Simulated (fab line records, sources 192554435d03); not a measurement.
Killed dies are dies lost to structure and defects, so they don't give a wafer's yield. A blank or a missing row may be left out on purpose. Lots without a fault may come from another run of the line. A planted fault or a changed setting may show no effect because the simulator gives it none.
Chamber matching | flow n5_finfet | N5_GATE_CUT_PECVD_57 on pecvd-04: 3 sister chambers
The step deposits SiNx from SiH4/NH3/N2, target thk 21 nm. 3 wafers are shown with their chamber, then 7 later ones without.

WAFERS WITH THEIR CHAMBER
wafer  | chamber | showerhead_plenum_p_Torr (Torr)
L528.6 | 2       | 5.19
L529.6 | 0       | 5.05
L535.4 | 1       | 5.23

WAFERS WITHOUT THEIR CHAMBER
wafer  | showerhead_plenum_p_Torr (Torr)
L535.6 | 5.19
L540.3 | 5.18
L540.5 | 5.21
L540.6 | 5.04
L541.1 | 5.04
L541.5 | 5.04
L541.6 | 5.21

WHICH CHAMBER EACH WENT THROUGH
wafer  | from the rows above     | in truth
L535.6 | 2                       | 2
L540.3 | 2                       | 2
L540.5 | can't be placed: 2 or 1 | 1
L540.6 | 0                       | 0
L541.1 | 0                       | 0
L541.5 | 0                       | 0
L541.6 | can't be placed: 2 or 1 | 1
Placed correctly: 5 of 7. Can't be placed from these rows: 2 (the true chamber is among the candidates in 2). Placed wrongly: 0.
How it was worked out, from the rows above alone: a wafer's distance from a chamber is the root of the sum, over the readings, of the square of ((its reading less the chamber's mean) divided by the reading's scatter). The wafer belongs to the nearest chamber; if the next one is less than 2 further off, it can't be placed. A chamber's mean is the mean of its shown wafers. The scatter: with one shown wafer a chamber, the root of the mean of the squares of how far each hidden wafer lies from its nearest shown one.
